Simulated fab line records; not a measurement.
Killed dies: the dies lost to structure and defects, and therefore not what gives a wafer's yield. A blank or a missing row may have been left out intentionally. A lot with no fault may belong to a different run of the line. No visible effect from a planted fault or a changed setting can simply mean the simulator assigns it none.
fab line records	flow n5_finfet
record lots=12	wafers=33	last_day=18
route steps=1938 shown BEOL_M13@1706 BEOL_M14@1722 PASSIVATION@1936
lots that met no fault: from a run of the same line without faults
start_h: hours from the record's first day to the start of the lot's first wafer shown	wait_h: hours elapsed since this lot's preceding step	" as in the row above	L1.1+2: several wafers, shown together as one row	- no value, or no start was given	* or withheld: withheld	< > ~ a bound
route shown NAME@n: NAME is a module with steps in the file, n the number in the route of the first one	usual: mean and standard deviation over wafers with no fault	same: alike in all rows	chamber/n: place in a boat	sites: readings site by site	_std_site: standard deviation of those values	_edge_site: outer sites' mean less inner sites'	radius_mm: for every site, how far away it sits from the centre of the wafer	mask NAME#n: copy n	behind: the tool/chamber that last shaped the wafer	hold: what put the lot on hold/how long, in hours/how the hold closed	device: whichever transistor did not switch (one of n, p or np)	end of line: tests run on the same wafers once the route is complete	a step without rows: its recipe alone	killed: count of dies lost to structure and defects at first sort (not the wafer's yield)	map: a wafer's dies, x killed, . not, _ none there
set.NAME: setting as actually run; set.NAME@STEP: the setting as run at that earlier step	model.NAME: the simulator's own value behind a step, which no gauge read
route steps across a sampled set of lots; one table per step, one row per wafer
services: from which hour (start_h, from the record's first day; less than 0 if before it) a tool's chamber was out of use, for how many hours, and why
## steps
# step N5_BEOL_M13_SPUTTER_44
# recipe material=Ta	target_thk_a=100	temp_c=50	bias_v=80	power_w=15000	chamber_pressure_pa=0.07	time_s=16.13
# usual throttle_valve_pct=30.4/1.4
lot.wafer	tool	chamber	start_h	wait_h	throttle_valve_pct
L251.2	pvd_sputter-02	-	245.39	0.0	30.5
L251.3	"	-	"	"	28.6
L251.5	"	-	"	"	30.5
L252.3	pvd_sputter-03	-	248.87	0.0	29.8
L252.5	"	-	"	"	29.8
L252.6	"	-	"	"	31.8
L254.3	pvd_sputter-02	-	255.78	0.0	30.6
L254.4	"	-	"	"	31.4
L254.6	"	-	"	"	28.6
L255.1	pvd_sputter-01	-	261.80	0.0	31.0
L255.5	"	-	"	"	29.3
L256.4	pvd_sputter-01	-	262.12	0.0	29.3
L256.5	"	-	"	"	29.3
L256.6	"	-	"	"	30.9
L258.1	pvd_sputter-01	-	276.91	0.0	29.5
L258.2	"	-	"	"	29.0
L258.6	"	-	"	"	30.9
L261.4	pvd_sputter-03	-	291.95	0.0	33.1
L261.5	"	-	"	"	29.4
L261.6	"	-	"	"	33.1
L259.1	pvd_sputter-01	-	295.59	0.0	31.1
L259.4	"	-	"	"	29.2
L259.6	"	-	"	"	28.9
L265.1	pvd_sputter-01	-	338.08	0.0	29.2
L265.6	"	-	"	"	29.2
L270.1	pvd_sputter-03	-	354.90	0.0	32.9
L270.2	"	-	"	"	29.3
L270.3	"	-	"	"	29.8
L272.2	pvd_sputter-03	-	367.58	0.0	29.4
L272.3	"	-	"	"	29.8
L272.4	"	-	"	"	33.0
L274.2	pvd_sputter-03	-	394.16	0.0	29.9
L274.6	"	-	"	"	29.9
# step N5_BEOL_M13_SPUTTER_45
# recipe material=Cu	target_thk_a=800	temp_c=-20	bias_v=60	power_w=26000	chamber_pressure_pa=0.13	time_s=13.33
# usual chuck_gas_flow_sccm=1.25/0.058	throttle_valve_pct=30.4/1.4
lot.wafer	tool	chamber	start_h	wait_h	chuck_gas_flow_sccm	throttle_valve_pct
L251.2	pvd_sputter-02	-	245.47	0.0	1.32	30.3
L251.3	"	-	"	"	1.22	28.8
L251.5	"	-	"	"	1.25	30.5
L252.3	pvd_sputter-03	-	248.95	0.0	1.24	29.7
L252.5	"	-	"	"	1.26	29.8
L252.6	"	-	"	"	1.19	31.6
L254.3	pvd_sputter-02	-	255.86	0.0	1.24	30.6
L254.4	"	-	"	"	1.28	31.3
L254.6	"	-	"	"	1.16	28.8
L255.1	pvd_sputter-01	-	261.88	0.0	1.34	30.9
L255.5	"	-	"	"	1.28	29.3
L256.4	pvd_sputter-01	-	262.20	0.0	1.26	29.2
L256.5	"	-	"	"	1.26	29.3
L256.6	"	-	"	"	1.29	31.0
L258.1	pvd_sputter-01	-	276.99	0.0	1.25	29.0
L258.2	"	-	"	"	1.37	29.0
L258.6	"	-	"	"	1.24	31.1
L261.4	pvd_sputter-03	-	292.03	0.0	1.26	33.0
L261.5	"	-	"	"	1.22	29.5
L261.6	"	-	"	"	1.30	33.1
L259.1	pvd_sputter-01	-	295.67	0.0	1.33	30.9
L259.4	"	-	"	"	1.26	29.2
L259.6	"	-	"	"	1.27	29.0
L265.1	pvd_sputter-01	-	338.16	0.0	1.29	29.3
L265.6	"	-	"	"	1.31	28.7
L270.1	pvd_sputter-03	-	354.98	0.0	1.23	33.2
L270.2	"	-	"	"	1.25	29.4
L270.3	"	-	"	"	1.22	29.6
L272.2	pvd_sputter-03	-	367.66	0.0	1.18	29.4
L272.3	"	-	"	"	1.15	30.0
L272.4	"	-	"	"	1.27	33.5
L274.2	pvd_sputter-03	-	394.24	0.0	1.23	29.8
L274.6	"	-	"	"	1.26	29.7
# step N5_BEOL_M13_RS_MEAS_54
# recipe thk_meas_gauge=four-point-probe	reads=Cu_of_BEOL_M13_ECD_47+Ta_of_BEOL_M13_SPUTTER_44+TaN_of_BEOL_M13_SPUTTER_43
# usual M13_RS=0.0458/0.00072
lot.wafer	tool	chamber	start_h	wait_h	M13_RS[ohm/sq]
L251.2	film_metro-01	-	246.47	0.1	0.0457
L251.3	"	-	"	"	0.0466
L251.5	"	-	"	"	0.0453
L252.3	film_metro-01	-	249.95	0.1	0.0466
L252.5	"	-	"	"	0.0458
L252.6	"	-	"	"	0.0463
L254.3	film_metro-01	-	256.86	0.1	0.0462
L254.4	"	-	"	"	0.0453
L254.6	"	-	"	"	0.0444
L255.1	film_metro-01	-	263.40	0.1	0.0471
L255.5	"	-	"	"	0.0471
L256.4	film_metro-02	-	263.44	0.0	0.0465
L256.5	"	-	"	"	0.0455
L256.6	"	-	"	"	0.0474
L258.1	film_metro-02	-	278.61	0.1	0.0472
L258.2	"	-	"	"	0.0464
L258.6	"	-	"	"	0.0470
L261.4	film_metro-01	-	293.19	0.0	0.0449
L261.5	"	-	"	"	0.0455
L261.6	"	-	"	"	0.0447
L259.1	film_metro-02	-	296.67	0.0	0.0471
L259.4	"	-	"	"	0.0451
L259.6	"	-	"	"	0.0459
L265.1	film_metro-01	-	339.38	0.0	0.0450
L265.6	"	-	"	"	0.0453
L270.1	film_metro-01	-	356.54	0.1	0.0459
L270.2	"	-	"	"	0.0458
L270.3	"	-	"	"	0.0465
L272.2	film_metro-02	-	368.69	0.1	0.0455
L272.3	"	-	"	"	0.0461
L272.4	"	-	"	"	0.0463
L274.2	film_metro-02	-	395.78	0.1	0.0449
L274.6	"	-	"	"	0.0457
# step N5_BEOL_M14_EXPOSE_07
# recipe mask_id=V13	na=0.8	source_shape=annular	sigma_inner=0.5	sigma_outer=0.8	polarization=unpolarized	attpsm_phase_deg=180	dose_mj=57
# usual reticle_temp_C=23.01/0.11
# same sigma_inner=0.5	sigma_outer=0.8
lot.wafer	tool	chamber	start_h	wait_h	mask	reticle_temp_C
L251.2	krf_scanner-01	0	246.94	-	V13#0	23.10
L251.3	"	0	"	"	V13#0	22.82
L251.5	"	0	"	"	V13#0	23.07
L252.3	krf_scanner-01	0	250.47	-	V13#0	22.90
L252.5	"	0	"	"	V13#0	23.12
L252.6	"	0	"	"	V13#0	22.82
L254.3	krf_scanner-01	0	257.26	-	V13#0	23.00
L254.4	"	0	"	"	V13#0	23.02
L254.6	"	0	"	"	V13#0	23.18
L255.1	krf_scanner-02	0	263.91	-	V13#0	23.04
L255.5	"	0	"	"	V13#0	22.82
L256.4	krf_scanner-01	0	264.09	-	V13#0	23.10
L256.5	"	0	"	"	V13#0	23.18
L256.6	"	0	"	"	V13#0	23.09
L258.1	krf_scanner-02	0	279.08	-	V13#0	22.97
L258.2	"	0	"	"	V13#0	22.94
L258.6	"	0	"	"	V13#0	22.90
L261.4	krf_scanner-01	0	293.59	-	V13#0	23.03
L261.5	"	0	"	"	V13#0	22.94
L261.6	"	0	"	"	V13#0	22.96
L259.1	krf_scanner-01	0	297.06	-	V13#0	23.16
L259.4	"	0	"	"	V13#0	23.43
L259.6	"	0	"	"	V13#0	23.21
L265.1	krf_scanner-01	0	339.90	-	V13#0	22.94
L265.6	"	0	"	"	V13#0	22.80
L270.1	krf_scanner-02	0	357.05	-	V13#0	22.96
L270.2	"	0	"	"	V13#0	23.01
L270.3	"	0	"	"	V13#0	22.97
L272.2	krf_scanner-02	0	369.16	-	V13#0	23.08
L272.3	"	0	"	"	V13#0	23.13
L272.4	"	0	"	"	V13#0	22.91
L274.2	krf_scanner-02	0	396.29	-	V13#0	22.84
L274.6	"	0	"	"	V13#0	22.93
# step N5_BEOL_M14_CD_MEAS_10
# recipe target_cd_nm=250	landing_energy_ev=500	detector=se_inlens	polarity=opening
# usual cd_nm=250.3/2
lot.wafer	tool	chamber	start_h	wait_h	cd_nm
L251.2	cd_sem-03	0	247.11	-	250.4
L251.3	"	0	"	"	251.4
L251.5	"	0	"	"	251.4
L252.3	cd_sem-01	0	250.64	-	252.2
L252.5	"	0	"	"	253.6
L252.6	"	0	"	"	247.7
L254.3	cd_sem-01	0	257.42	-	253.0
L254.4	"	0	"	"	250.2
L254.6	"	0	"	"	250.1
L255.1	cd_sem-03	0	264.08	-	251.7
L255.5	"	0	"	"	248.3
L256.4	cd_sem-03	0	264.25	-	255.0
L256.5	"	0	"	"	250.5
L256.6	"	0	"	"	251.8
L258.1	cd_sem-03	0	279.25	-	253.3
L258.2	"	0	"	"	251.3
L258.6	"	0	"	"	250.6
L261.4	cd_sem-01	0	293.75	-	253.1
L261.5	"	0	"	"	252.6
L261.6	"	0	"	"	252.8
L259.1	cd_sem-02	0	297.23	-	248.0
L259.4	"	0	"	"	250.9
L259.6	"	0	"	"	241.5
L265.1	cd_sem-02	0	340.07	-	249.6
L265.6	"	0	"	"	240.9
L270.1	cd_sem-01	0	357.23	-	247.0
L270.2	"	0	"	"	250.0
L270.3	"	0	"	"	250.0
L272.2	cd_sem-03	0	369.33	-	251.6
L272.3	"	0	"	"	251.3
L272.4	"	0	"	"	251.8
L274.2	cd_sem-01	0	396.46	-	249.7
L274.6	"	0	"	"	250.3
# step N5_PASSIVATION_PROBE_49
# usual defect_limited_yield=91.7/1.4	killed_at_M0_to_M3=32/9.7	killed_at_M4_up=14/5.5	killed_at_contacts=13/6.1	killed_at_front_end=35/10	killed_at_other=4.2/2.9	killed_dies=98/17	killed_open=63/12	killed_short=32/7.7	sort_bin_4_leakage=0.0/0.33	sort_bin_5_function=4.8/0.9	sort_bin_6_memory=3.1/0.63	sort_bin_8_speed=1/3.3	sort_n_pass=1073/41
# same gross_dies=1180	killed_at_back_side=0
lot.wafer	tool	chamber	start_h	wait_h	defect_limited_yield[%]	killed_at_M0_to_M3	killed_at_M4_up	killed_at_contacts	killed_at_front_end	killed_at_other	killed_dies	killed_open	killed_short	sort_bin_4_leakage[%]	sort_bin_5_function[%]	sort_bin_6_memory[%]	sort_bin_8_speed[%]	sort_n_pass
L251.2	prober-02	-	276.64	0.3	88.8	32	20	18	55	7	132	76	49	0	5.5	4.7	0	1048
L251.3	prober-02	-	276.69	0.4	89.6	34	23	4	61	1	123	82	39	0	5.9	3.9	0	1057
L251.5	prober-02	-	276.79	0.5	88.8	40	38	11	43	0	132	91	39	0	6.5	4.4	0	1048
L252.3	prober-02	-	279.18	0.1	92.9	25	9	12	38	0	84	56	26	0	4.6	2.4	0	1096
L252.5	prober-02	-	279.28	0.2	91.4	26	9	20	42	4	101	71	27	0	5.3	3.0	0	1079
L252.6	prober-02	-	279.33	0.3	90.3	37	18	15	40	4	114	69	34	0	5.9	2.5	0	1066
L254.3	prober-01	-	287.71	0.1	92.5	39	11	11	25	3	89	56	29	0	3.9	3.2	0	1091
L254.4	prober-01	-	287.76	0.2	90.5	45	15	16	25	11	112	80	27	0	5.4	3.9	0	1068
L254.6	prober-01	-	287.86	0.3	91.2	41	9	10	39	5	104	68	35	0	5.3	3.2	0	1076
L255.1	prober-02	-	291.48	0.0	89.3	53	17	15	37	4	126	82	44	0	6.5	4.0	0	1054
L255.5	prober-02	-	291.68	0.2	90.4	47	6	18	40	2	113	76	36	1.7	5.8	3.4	0	1047
L256.4	prober-01	-	292.42	0.2	93.6	22	12	8	34	0	76	43	32	0	3.8	2.5	0	1104
L256.5	prober-01	-	292.47	0.2	92.5	23	17	19	28	2	89	66	23	0	4.0	3.2	0	1091
L256.6	prober-01	-	292.52	0.3	90.1	30	24	24	39	0	117	79	29	0	5.3	3.7	0	1063
L258.1	prober-01	-	305.58	0.0	93.6	28	10	5	30	3	76	51	23	0	4.1	2.0	0	1104
L258.2	prober-01	-	305.63	0.1	91.5	58	14	1	27	0	100	47	47	0	5.3	2.7	0	1080
L258.6	prober-01	-	305.83	0.3	93.0	25	7	5	40	6	83	45	36	0	3.6	3.1	0	1097
L261.4	prober-02	-	319.86	0.2	91.5	31	8	14	43	4	100	68	31	0	5.1	3.0	0	1080
L261.5	prober-02	-	319.91	0.2	90.0	42	9	15	49	3	118	76	38	0	5.4	4.0	0	1062
L261.6	prober-02	-	319.96	0.3	88.8	40	19	19	49	5	132	82	46	0	6.8	3.8	0	1048
L259.1	prober-02	-	324.11	0.0	92.0	25	17	16	36	0	94	66	23	0	5.2	2.6	0	1086
L259.4	prober-02	-	324.26	0.2	92.6	41	13	8	19	6	87	50	34	0	5.0	2.1	0	1093
L259.6	prober-02	-	324.36	0.3	93.5	34	13	10	17	3	77	48	24	0	3.4	3.1	0	1103
L265.1	prober-02	-	373.62	0.0	91.4	32	23	11	29	6	101	69	24	0	4.4	3.4	0	1079
L265.6	prober-02	-	373.87	0.3	90.9	39	15	14	36	3	107	65	42	0	5.1	3.6	0	1073
L270.1	prober-02	-	383.03	0.0	90.5	42	9	15	43	3	112	75	37	0	5.6	3.5	0	1068
L270.2	prober-02	-	383.08	0.1	91.9	35	12	9	36	3	95	61	34	0	5.1	2.7	12	948
L270.3	prober-02	-	383.13	0.1	91.9	34	9	3	46	3	95	56	37	0	3.7	3.7	0	1085
L272.2	prober-02	-	403.49	0.1	93.6	34	4	11	19	8	76	55	20	0	3.9	2.3	0	1104
L272.3	prober-02	-	403.54	0.1	94.0	8	11	5	31	16	71	42	25	0	3.6	1.9	0	1109
L272.4	prober-02	-	403.59	0.2	92.3	20	14	21	30	6	91	66	24	0	4.5	3.0	0	1089
L274.2	prober-02	-	427.49	0.1	92.7	23	9	9	41	4	86	56	28	0	4.5	2.8	0	1094
L274.6	prober-02	-	427.69	0.3	92.1	28	5	10	49	1	93	49	37	0	4.7	2.5	0	1087
# killed by level:class
L251.2 MOL_CONTACT_COAG:geometric_particle:open=16 BEOL_M4:geometric_particle:open=13 FIN_SAQP:geometric_particle:open=11 FIN_SAQP:geometric_particle:short=10 BEOL_M2:geometric_particle:open=8 HKMG_FIN:area_etch=7 BEOL_M2:geometric_particle:short=6 ILD0:geometric_particle:short=5
L251.3 STI_FIN_REVEAL:geometric_particle:open=19 FIN_SAQP:geometric_particle:open=18 BEOL_M0_SAQP:geometric_particle:short=12 BEOL_M4:geometric_particle:open=10 FIN_SAQP:geometric_particle:short=9 BEOL_M0_SAQP:geometric_particle:open=5 BEOL_M2:geometric_particle:open=5 BEOL_M3:geometric_particle:open=4
L251.5 BEOL_M4:geometric_particle:open=28 BEOL_M2:geometric_particle:open=13 MOL_CONTACT_COAG:geometric_particle:open=10 FIN_SAQP:geometric_particle:short=9 BEOL_M0_SAQP:geometric_particle:short=8 STI_FIN_REVEAL:geometric_particle:open=7 BEOL_M0_SAQP:geometric_particle:open=7 BEOL_M3:geometric_particle:open=5
L252.3 MOL_CONTACT_COAG:geometric_particle:open=11 BEOL_M0_SAQP:geometric_particle:short=8 STI_FIN_REVEAL:geometric_particle:open=6 GATE_CUT:geometric_particle:short=5 GATE_CUT:geometric_particle:open=5 BEOL_M0_SAQP:geometric_particle:open=5 BEOL_M3:geometric_particle:open=5 STARTING-WAFER:geometric_particle:open=5
L252.5 MOL_CONTACT_COAG:geometric_particle:open=16 STI_FIN_REVEAL:geometric_particle:open=14 BEOL_M0_SAQP:geometric_particle:open=8 BEOL_M3:geometric_particle:open=5 STI_FIN_REVEAL:geometric_particle:short=4 DUMMY_GATE:geometric_particle:open=4 BEOL_M2:geometric_particle:open=4 MIM_TOP:geometric_particle:open=4
L252.6 MOL_CONTACT_COAG:geometric_particle:open=14 STI_FIN_REVEAL:geometric_particle:open=11 BEOL_M4:geometric_particle:open=11 BEOL_M3:geometric_particle:open=9 HKMG_FIN:area_etch=9 BEOL_M0_SAQP:geometric_particle:open=8 BEOL_M0_SAQP:geometric_particle:short=7 FIN_SAQP:geometric_particle:short=5
L254.3 BEOL_M0_SAQP:geometric_particle:short=10 BEOL_M0_SAQP:geometric_particle:open=9 MOL_CONTACT_COAG:geometric_particle:open=8 FIN_SAQP:geometric_particle:open=6 BEOL_M3:geometric_particle:open=6 STI_FIN_REVEAL:geometric_particle:open=5 BEOL_M2:geometric_particle:open=4 BEOL_M0:geometric_particle:open=4
L254.4 MOL_CONTACT_COAG:geometric_particle:open=15 BEOL_M0_SAQP:geometric_particle:open=13 BEOL_M2:geometric_particle:open=9 STI_FIN_REVEAL:geometric_particle:open=6 BEOL_M0_SAQP:geometric_particle:short=6 BEOL_M1:geometric_particle:open=6 BEOL_M4:geometric_particle:open=4 STARTING-WAFER:geometric_particle:short=4
L254.6 FIN_SAQP:geometric_particle:open=10 STI_FIN_REVEAL:geometric_particle:open=9 MOL_CONTACT_COAG:geometric_particle:open=8 BEOL_M0_SAQP:geometric_particle:open=8 BEOL_M2:geometric_particle:open=8 BEOL_M0_SAQP:geometric_particle:short=7 BEOL_M1:geometric_particle:open=6 FIN_SAQP:geometric_particle:short=4
L255.1 BEOL_M0_SAQP:geometric_particle:short=12 BEOL_M3:geometric_particle:open=11 MOL_CONTACT_COAG:geometric_particle:open=10 BEOL_M2:geometric_particle:open=10 FIN_SAQP:geometric_particle:short=8 BEOL_M4:geometric_particle:open=8 BEOL_M1:geometric_particle:open=8 FIN_SAQP:geometric_particle:open=7
L255.5 MOL_CONTACT_COAG:geometric_particle:open=17 FIN_SAQP:geometric_particle:short=10 BEOL_M2:geometric_particle:open=10 BEOL_M0_SAQP:geometric_particle:short=9 BEOL_M1:geometric_particle:open=9 FIN_SAQP:geometric_particle:open=8 STI_FIN_REVEAL:geometric_particle:open=8 BEOL_M0_SAQP:geometric_particle:open=6
L256.4 BEOL_M1:geometric_particle:open=9 FIN_SAQP:geometric_particle:short=8 STI_FIN_REVEAL:geometric_particle:open=8 MOL_CONTACT_COAG:geometric_particle:open=6 BEOL_M0_SAQP:geometric_particle:short=5 ILD0:geometric_particle:short=4 BEOL_M3:geometric_particle:open=4 BEOL_M5:geometric_particle:open=4
L256.5 MOL_CONTACT_COAG:geometric_particle:open=18 BEOL_M1:geometric_particle:open=7 BEOL_M4:geometric_particle:open=6 BEOL_M5:geometric_particle:open=6 BEOL_M0_SAQP:geometric_particle:short=5 BEOL_M3:geometric_particle:open=5 STI_FIN_REVEAL:geometric_particle:short=4 STI_FIN_REVEAL:geometric_particle:open=4
L256.6 MOL_CONTACT_COAG:geometric_particle:open=18 BEOL_M4:geometric_particle:open=11 HKMG_FIN:area_etch=9 BEOL_M3:geometric_particle:open=8 FIN_SAQP:geometric_particle:open=6 MOL_CONTACT_COAG:geometric_particle:short=6 BEOL_M1:geometric_particle:open=6 BEOL_M0_SAQP:geometric_particle:open=6
L258.1 STI_FIN_REVEAL:geometric_particle:open=12 BEOL_M1:geometric_particle:open=8 BEOL_M0_SAQP:geometric_particle:open=5 FIN_SAQP:geometric_particle:short=4 BEOL_M2:geometric_particle:open=4 BEOL_M3:geometric_particle:open=4 FIN_SAQP:geometric_particle:open=3 MOL_CONTACT_COAG:geometric_particle:open=3
L258.2 BEOL_M0_SAQP:geometric_particle:short=24 BEOL_M0_SAQP:geometric_particle:open=9 BEOL_M3:geometric_particle:open=9 STI_FIN_REVEAL:geometric_particle:open=6 BEOL_M1:geometric_particle:open=5 FIN_SAQP:geometric_particle:short=4 BEOL_M1:geometric_particle:short=4 FIN_CUT:area_etch=4
L258.6 FIN_SAQP:geometric_particle:open=10 BEOL_M0_SAQP:geometric_particle:short=9 FIN_SAQP:geometric_particle:short=8 BEOL_M0_SAQP:geometric_particle:open=6 DUMMY_GATE:geometric_particle:open=5 MOL_CONTACT_COAG:geometric_particle:open=5 STI_FIN_REVEAL:geometric_particle:open=4 GATE_CUT:geometric_particle:open=3
L261.4 STI_FIN_REVEAL:geometric_particle:open=15 MOL_CONTACT_COAG:geometric_particle:open=12 BEOL_M1:geometric_particle:open=8 FIN_SAQP:geometric_particle:open=7 BEOL_M2:geometric_particle:open=7 BEOL_M3:geometric_particle:open=5 FIN_SAQP:geometric_particle:short=4 GATE_CUT:geometric_particle:short=4
L261.5 MOL_CONTACT_COAG:geometric_particle:open=14 STI_FIN_REVEAL:geometric_particle:open=10 BEOL_M1:geometric_particle:open=10 BEOL_M2:geometric_particle:open=9 FIN_SAQP:geometric_particle:short=7 DUMMY_GATE:geometric_particle:open=6 BEOL_M4:geometric_particle:open=5 BEOL_M0_SAQP:geometric_particle:open=5
L261.6 MOL_CONTACT_COAG:geometric_particle:open=16 BEOL_M2:geometric_particle:open=12 FIN_SAQP:geometric_particle:open=11 BEOL_M0_SAQP:geometric_particle:short=8 STARTING-WAFER:geometric_particle:short=8 BEOL_M3:geometric_particle:open=7 STI_FIN_REVEAL:geometric_particle:short=5 STI_FIN_REVEAL:geometric_particle:open=5
L259.1 MOL_CONTACT_COAG:geometric_particle:open=15 BEOL_M2:geometric_particle:open=9 STI_FIN_REVEAL:geometric_particle:open=9 FIN_SAQP:geometric_particle:open=6 BEOL_M0_SAQP:geometric_particle:open=6 BEOL_M4:geometric_particle:open=6 FIN_SAQP:geometric_particle:short=5 GATE_CUT:geometric_particle:short=5
L259.4 BEOL_M2:geometric_particle:open=11 BEOL_M0_SAQP:geometric_particle:open=7 BEOL_M0_SAQP:geometric_particle:short=7 MOL_CONTACT_COAG:geometric_particle:open=6 BEOL_M3:geometric_particle:open=6 BEOL_M4:geometric_particle:open=6 BEOL_M3:geometric_particle:short=5 GATE_CUT:geometric_particle:short=4
L259.6 MOL_CONTACT_COAG:geometric_particle:open=8 BEOL_M3:geometric_particle:open=7 BEOL_M1:geometric_particle:open=6 BEOL_M2:geometric_particle:open=6 BEOL_M0_SAQP:geometric_particle:open=5 BEOL_M0_SAQP:geometric_particle:short=5 STARTING-WAFER:geometric_particle:short=5 FIN_SAQP:geometric_particle:short=4
L265.1 MOL_CONTACT_COAG:geometric_particle:open=11 BEOL_M2:geometric_particle:open=8 HKMG_FIN:area_etch=8 BEOL_M1:geometric_particle:open=7 BEOL_M4:geometric_particle:open=7 BEOL_M3:geometric_particle:short=6 FIN_SAQP:geometric_particle:short=4 FIN_SAQP:geometric_particle:open=4
L265.6 MOL_CONTACT_COAG:geometric_particle:open=12 STI_FIN_REVEAL:geometric_particle:open=10 BEOL_M3:geometric_particle:short=10 BEOL_M3:geometric_particle:open=8 BEOL_M1:geometric_particle:short=6 BEOL_M4:geometric_particle:open=6 BEOL_M1:geometric_particle:open=5 GATE_CUT:geometric_particle:short=4
L270.1 FIN_SAQP:geometric_particle:short=15 MOL_CONTACT_COAG:geometric_particle:open=13 FIN_SAQP:geometric_particle:open=12 BEOL_M0_SAQP:geometric_particle:open=12 BEOL_M0_SAQP:geometric_particle:short=9 STI_FIN_REVEAL:geometric_particle:open=7 BEOL_M3:geometric_particle:open=6 BEOL_M1:geometric_particle:open=5
L270.2 BEOL_M0_SAQP:geometric_particle:open=11 BEOL_M0_SAQP:geometric_particle:short=11 FIN_SAQP:geometric_particle:open=10 BEOL_M0:geometric_particle:open=8 FIN_SAQP:geometric_particle:short=7 MOL_CONTACT_COAG:geometric_particle:open=6 BEOL_M5:geometric_particle:open=4 STARTING-WAFER:geometric_particle:open=4
L270.3 BEOL_M0_SAQP:geometric_particle:open=12 FIN_SAQP:geometric_particle:short=9 FIN_SAQP:geometric_particle:open=9 GATE_CUT:geometric_particle:short=6 BEOL_M0:geometric_particle:open=5 DUMMY_GATE:geometric_particle:open=4 BEOL_M1:geometric_particle:open=4 STI_FIN_REVEAL:geometric_particle:open=3
L272.2 BEOL_M2:geometric_particle:open=12 MOL_CONTACT_COAG:geometric_particle:open=10 BEOL_M0_SAQP:geometric_particle:open=6 PASS1_CAP:geometric_particle:open=6 BEOL_M1:geometric_particle:open=6 FIN_SAQP:geometric_particle:open=5 FIN_SAQP:geometric_particle:short=5 BEOL_M1:geometric_particle:short=3
L272.3 STARTING-WAFER:geometric_particle:short=7 FIN_SAQP:geometric_particle:open=5 BEOL_M4:geometric_particle:open=5 MOL_CONTACT_COAG:geometric_particle:open=4 PASS1_CAP:geometric_particle:short=4 FIN_SAQP:geometric_particle:short=3 STI_FIN_REVEAL:geometric_particle:open=3 MIM_TOP_ETCH:geometric_particle:open=3
L272.4 MOL_CONTACT_COAG:geometric_particle:open=21 BEOL_M1:geometric_particle:open=7 FIN_SAQP:geometric_particle:open=5 BEOL_M4:geometric_particle:open=5 STARTING-WAFER:geometric_particle:short=5 FIN_SAQP:geometric_particle:short=4 STI_FIN_REVEAL:geometric_particle:open=4 GATE_CUT:geometric_particle:short=3
L274.2 STI_FIN_REVEAL:geometric_particle:open=10 FIN_SAQP:geometric_particle:short=9 BEOL_M0_SAQP:geometric_particle:short=9 MOL_CONTACT_COAG:geometric_particle:open=7 BEOL_M0_SAQP:geometric_particle:open=7 FIN_SAQP:geometric_particle:open=6 DUMMY_GATE:geometric_particle:open=5 BEOL_M2:geometric_particle:open=4
L274.6 FIN_SAQP:geometric_particle:open=13 FIN_SAQP:geometric_particle:short=12 MOL_CONTACT_COAG:geometric_particle:open=7 BEOL_M0_SAQP:geometric_particle:short=7 BEOL_M0_SAQP:geometric_particle:open=6 BEOL_M2:geometric_particle:open=6 BEOL_M1:geometric_particle:open=4 STARTING-WAFER:geometric_particle:short=4
## services
tool	chamber	start_h	hours	kind
krf_scanner-01	-	237.38	0.8	pm
krf_scanner-02	-	246.91	1.2	repair
krf_scanner-02	-	257.88	1.0	pm
krf_scanner-01	-	286.57	1.0	pm
krf_scanner-02	-	311.48	1.3	pm
krf_scanner-01	-	315.09	1.3	pm
krf_scanner-01	-	340.84	7.2	pm
krf_scanner-02	-	364.95	0.3	repair
pvd_sputter-01	-	371.96	1.0	repair
krf_scanner-02	0	378.85	-	calibration
krf_scanner-02	-	380.41	0.8	pm
krf_scanner-01	0	388.62	-	calibration
## key
first_sign step=N5_BEOL_M14_CD_MEAS_10	reading=cd_nm	direction=down	sigmas=4.6	usual=250.3	struck=241.2
effect none on later readings
met_at N5_BEOL_M14_EXPOSE_07
struck_lots L259,L265
struck_wafers L259.6,L265.6
not_acting_at N5_BEOL_M13_SPUTTER_44,N5_BEOL_M13_SPUTTER_45,N5_BEOL_M13_RS_MEAS_54
onset_between 293.59 297.06
fault kind=process_parameter_drift	tool=krf_scanner-01	chamber=-	onset_h=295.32	steps=N5_BEOL_M14_EXPOSE_07	channel=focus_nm	offset=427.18	shape=step	end_h=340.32	scope=struck_wafers_only
